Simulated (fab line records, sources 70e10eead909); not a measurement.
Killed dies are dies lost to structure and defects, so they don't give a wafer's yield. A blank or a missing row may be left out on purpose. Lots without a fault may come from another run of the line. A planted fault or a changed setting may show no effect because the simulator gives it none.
Chamber matching | flow nand_harc | NHARC_A_STAIRCASE_ETCH_444 on rie_diel-12: 4 sister chambers
The step etches the open film in C4F8/O2, target depth 10200 nm, time 3400 s. 8 wafers are shown with their chamber, then 7 later ones without.

WAFERS WITH THEIR CHAMBER
wafer  | chamber | rf_vpp_V (V) | oes_product_au (a.u.)
L075.4 | 1       | 805          | 0.913
L079.4 | 3       | 813          | 0.923
L082.5 | 0       | 803          | 0.905
L083.2 | 2       | 813          | 0.930
L083.3 | 3       | 812          | 0.914
L083.5 | 1       | 804          | 0.913
L091.1 | 0       | 802          | 0.945
L091.3 | 2       | 814          | 0.945

WAFERS WITHOUT THEIR CHAMBER
wafer  | rf_vpp_V (V) | oes_product_au (a.u.)
L091.4 | 814          | 0.935
L090.1 | 814          | 0.975
L090.2 | 810          | 0.953
L090.6 | 812          | 0.949
L095.1 | 803          | 0.957
L095.2 | 802          | 0.937
L095.4 | 813          | 0.970

WHICH CHAMBER EACH WENT THROUGH
wafer  | from the rows above     | in truth
L091.4 | can't be placed: 2 or 3 | 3
L090.1 | can't be placed: 2 or 3 | 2
L090.2 | can't be placed: 3 or 2 | 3
L090.6 | can't be placed: 3 or 2 | 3
L095.1 | can't be placed: 0 or 1 | 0
L095.2 | 0                       | 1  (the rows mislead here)
L095.4 | can't be placed: 2 or 3 | 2
Placed correctly: 0 of 7. Can't be placed from these rows: 6 (the true chamber is among the candidates in 6). Placed wrongly: 1.
How it was worked out, from the rows above alone: a wafer's distance from a chamber is the root of the sum, over the readings, of the square of ((its reading less the chamber's mean) divided by the reading's scatter). The wafer belongs to the nearest chamber; if the next one is less than 2 further off, it can't be placed. A chamber's mean is the mean of its shown wafers. The scatter: the root of (the sum of the squares of (reading less its chamber's mean) over the shown wafers, divided by (wafers less chambers)).
